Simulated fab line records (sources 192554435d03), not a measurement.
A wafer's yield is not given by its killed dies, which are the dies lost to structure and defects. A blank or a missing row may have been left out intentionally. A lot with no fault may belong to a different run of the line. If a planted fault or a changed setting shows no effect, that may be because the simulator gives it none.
Struck lot and sound lot, side by side + flow n5-finfet + 14 steps out of a route of 1938
Sound: the wafers L186.2, L186.5, L186.6. Struck: wafer L193.5. (L193.1, L193.6 of the same lot were not struck and are left out.) The cause comes at the end.
For every step that has rows: the tool of each side, followed by ch and its chambers, followed by its first start. Under that, the readings that differ: sound wafers + struck wafers + difference of the means + sigmas: that difference in standard deviations of wafers without a fault.
alike: words and numbers the same on both sides, and readings whose means are apart by under 2 such deviations; not compared: readings that were withheld, readings missing a value for some wafer, numbers with overlapping values and no deviation given by the record, and bounds like >300 which may hide the same value.
The two part at a step that has a row with sigmas, a row that says differs or no value, or rows on one side only. Numbers that have no deviation but don't overlap get no sigmas and don't part them. Lack of a reading on every wafer of one side parts them only where that side has two or more wafers.

first, 1 step without rows for these wafers: N5_MOL_CONTACT_COAG_STRIP_69 (strips in N2/H2).
N5_MOL_CONTACT_COAG_ETCHBACK_136: etches SiO2 in CHF3, target depth 25 nm, time 16.7 s.
  sound on rie-diel-04 ch 1,2,3, day 6 15:59; struck on rie-diel-04 ch 2, day 8 06:33
  alike: CHF3_flow_sccm, bias-w, drypump-motor-current-A, oes_f_703_au, oes-product-au, rf-vpp-V, showerhead-plenum-p-Torr, throttle-valve-pct
  not compared: rf-hours-counter-h
then, 1 step without rows for these wafers: N5_MOL_CONTACT_COAG_STRIP_120 (strips in CHF3).
N5_MOL_CONTACT_COAG_VIA_ETCH_117: etches SiO2 in C4F6/O2, target depth 40 nm, overetch 8 nm, time 26 s.
  sound on rie-diel-04 ch 1,2,3, day 6 16:02; struck on rie-diel-04 ch 2, day 8 06:35
| reading    | sound             | struck | difference | sigmas |
|------------|-------------------|--------|------------|--------|
| bias-w (W) | 455.7 456.2 457.0 | 452.4  | -3.9       | -3     |
  alike: drypump-motor-current-A, oes_f_703_au, oes-product-au, rf-vpp-V, showerhead-plenum-p-Torr, throttle-valve-pct
  not compared: rf-hours-counter-h
N5_MOL_CONTACT_COAG_ETCH_124: etches SiNx in CH3F/O2, stops on SiOC, target depth 6.5 nm.
  sound on rie-diel-04 ch 1,2,3, day 6 16:03; struck on rie-diel-04 ch 2, day 8 06:37
| reading    | sound             | struck | difference | sigmas |
|------------|-------------------|--------|------------|--------|
| bias-w (W) | 73.15 73.23 72.84 | 72.59  | -0.48      | -2     |
  alike: drypump-motor-current-A, oes_f_703_au, oes-product-au, rf-vpp-V, showerhead-plenum-p-Torr, throttle-valve-pct
  not compared: rf-hours-counter-h
then, 1 step without rows for these wafers: N5_MOL_CONTACT_COAG_ETCH_48 (etches SiOC in C4F6/O2, target depth 15 nm, overetch 4.5 nm, time 17 s).
N5_MOL_CONTACT_COAG_STRIP_72: strips in N2/H2.
  sound on rie-diel-04 ch 1,2,3, day 6 16:09; struck on rie-diel-04 ch 2, day 8 06:42
  alike: drypump-motor-current-A, h2-flow-sccm, oes-product-au, rf-vpp-V, showerhead-plenum-p-Torr, throttle-valve-pct
  not compared: rf-hours-counter-h
N5_MOL_CONTACT_COAG_STRIP_49: strips in N2/H2, time 30 s.
  sound on plasma-asher-02 ch 0,1, day 6 16:14; struck on plasma-asher-01 ch 0, day 8 06:47
| reading            | sound       | struck | difference | sigmas |
|--------------------|-------------|--------|------------|--------|
| heater-power-w (W) | 356 371 348 | 297    | -61        | -2     |
  alike: drypump-motor-current-A, h2-flow-sccm
  not compared: rf-hours-counter-h
then, 2 steps without rows for these wafers: N5_MOL_CONTACT_COAG_PRECLEAN_138 (cleans in alkaline clean, time 60 s); N5_MOL_CONTACT_COAG_SRD_139 (time 30 s).
N5_MOL_CONTACT_COAG_CD_MEAS_101 targets a cd of 16 nm.
  sound on cd-sem-02 at day 6 16:23; struck on cd-sem-03 at day 8 06:56
  alike: cd-nm
following that, these wafers have no rows for 1 step: N5_MOL_CONTACT_COAG_PRE_CLEAN_121.
N5_MOL_CONTACT_COAG_CVD_140: deposits W, target thk 66.5 nm, time 215 s.
  sound on cvd-w-02 ch 0,1, day 6 16:31; struck on cvd-w-01 ch 1, day 8 07:04
| reading          | sound             | struck | difference | sigmas      |
|------------------|-------------------|--------|------------|-------------|
| run-length-s (s) | 286.6 286.0 286.2 | 489.7  | +203.4     | +99 or more |
  alike: heater-power-w
then, 1 step without rows for these wafers: N5_MOL_CONTACT_COAG_PRECLEAN_127 (cleans in DIW, time 57.5 s).

WHERE THEY PART
Earliest at N5_MOL_CONTACT_COAG_VIA_ETCH_117; latest, in this record, at N5_MOL_CONTACT_COAG_CVD_140.

WHY: what had been put in by the simulator
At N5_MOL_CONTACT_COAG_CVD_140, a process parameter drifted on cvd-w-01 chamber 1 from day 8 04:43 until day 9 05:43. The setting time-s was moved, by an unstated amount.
